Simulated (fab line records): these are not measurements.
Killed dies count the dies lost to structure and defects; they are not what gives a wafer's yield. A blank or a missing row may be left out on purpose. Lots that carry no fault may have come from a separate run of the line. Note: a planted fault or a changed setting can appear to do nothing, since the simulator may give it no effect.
Split-lot experiment -- flow n5_finfet -- 39 wafers read from 7 lots, route of 1938 steps

== SPLIT DETAILS ==
At N5_GATE_CUT_ETCH_58 (etches SiNx in CH3F/O2, target depth 17 nm, time 128.6 s), the setting time_s was moved away from the recipe's 128.6 s on 15 of the 39 wafers read, by -13.2% to +22.6%. This setting was run at the recipe's value on the other wafers.

The reading is taken at the split's own step.

== THE READING ==
etch.depth_nm (the simulator's own value, which no gauge read), in nm, at N5_GATE_CUT_ETCH_58 (etches SiNx in CH3F/O2, target depth 17 nm, time 128.6 s). There is no usual value for it anywhere in the file. Average 16.63 nm, standard deviation 0.53 nm, over the 24 wafers here run with the recipe.

wafer,"tool, chamber at the split","time_s as run, s",against the recipe,"etch.depth_nm, nm",against lot-mates on the recipe
L082.1,"rie_diel-06, 3",128.6,recipe,17.57,-
L082.2,"rie_diel-06, 1",128.6,recipe,17,-
L082.3,"rie_diel-06, 2",150.8,+17.3%,20.88,+3.52
L082.4,"rie_diel-06, 0",150.8,+17.3%,20.39,+3.03
L082.5,"rie_diel-06, 3",150.8,+17.3%,20.56,+3.20
L082.6,"rie_diel-06, 2",128.6,recipe,17.51,-
L085.1,"rie_diel-01, 1",128.6,recipe,15.97,-
L085.2,"rie_diel-01, 0",128.6,recipe,16.52,-
L085.3,"rie_diel-01, 3",128.6,recipe,16.82,-
L085.4,"rie_diel-01, 2",128.6,recipe,16.78,-
L085.5,"rie_diel-01, 2",128.6,recipe,16.88,-
L085.6,"rie_diel-01, 1",128.6,recipe,16.16,-
L087.1,"rie_diel-05, 0",143.7,+11.7%,19.99,+3.61
L087.2,"rie_diel-05, 2",143.7,+11.7%,18.7,+2.32
L087.3,"rie_diel-05, 1",128.6,recipe,16.31,-
L087.4,"rie_diel-05, 3",143.7,+11.7%,18.16,+1.78
L087.5,"rie_diel-05, 3",128.6,recipe,16.21,-
L087.6,"rie_diel-05, 2",128.6,recipe,16.62,-
L089.2,"rie_diel-05, 0",128.6,recipe,17.87,-
L089.5,"rie_diel-05, 1",128.6,recipe,16.52,-
L089.6,"rie_diel-05, 2",128.6,recipe,16.78,-
L090.1,"rie_diel-01, 1",111.6,-13.2%,13.94,-2.75
L090.2,"rie_diel-01, 3",111.6,-13.2%,14.66,-2.03
L090.3,"rie_diel-01, 2",128.6,recipe,17.13,-
L090.4,"rie_diel-01, 3",128.6,recipe,16.95,-
L090.5,"rie_diel-01, 2",111.6,-13.2%,14.88,-1.81
L090.6,"rie_diel-01, 1",128.6,recipe,16,-
L094.1,"rie_diel-05, 2",144.9,+12.7%,18.85,+2.37
L094.2,"rie_diel-05, 1",128.6,recipe,16.73,-
L094.3,"rie_diel-05, 3",128.6,recipe,16.32,-
L094.4,"rie_diel-05, 0",144.9,+12.7%,20.18,+3.70
L094.5,"rie_diel-05, 2",144.9,+12.7%,18.98,+2.50
L094.6,"rie_diel-05, 3",128.6,recipe,16.38,-
L096.1,"rie_diel-01, 2",157.6,+22.6%,20.65,+4.60
L096.2,"rie_diel-01, 1",128.6,recipe,15.78,-
L096.3,"rie_diel-01, 3",128.6,recipe,16.57,-
L096.4,"rie_diel-01, 3",157.6,+22.6%,20.26,+4.21
L096.5,"rie_diel-01, 1",128.6,recipe,15.8,-
L096.6,"rie_diel-01, 2",157.6,+22.6%,20.77,+4.72

FIT RESULTS
A straight line over all 39 wafers: etch.depth_nm changes by +0.19 nm for each +1% of time_s; r = +0.95; the points scatter about the line by 0.58 nm.
The same after taking each lot's own level away (the mean of its wafers on the recipe; 39 wafers): +0.195 nm for each +1%; r = +0.97; scatter 0.46 nm.
That fit puts the effect of the largest move of time_s on the reading at 4.4 nm.
Measured against the standard deviation above, the lots' own levels, which go from 16.050 to 17.360 nm, span 2.5 times it.
The two slopes are in agreement: the lot-to-lot level therefore moves the slope only a little.
Check: +4.45 nm against its lot-mates is what the line predicts for one of the wafers moved furthest among these (+22.6%) when that wafer is left out of the fit. It came out at +4.6 nm against them.

== THESE WAFERS: OTHER SPLITS ==
Other splits were also applied to these wafers ahead of the reading. Each is held against what the fit with the lots' levels taken away leaves over:
other split on the same wafers,wafers away from the commonest value,r with etch.depth_nm (lot level and that fit taken away)
N5_SD_EPI_P_EPI_21 pressure_torr,33,+0.10
N5_HKMG_FIN_ETCH_58 target_depth_a,15,+0.08

== THE FILE'S OWN FIT ==
etch.depth_nm changes by +0.198 nm for each +1% of time_s, r = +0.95.
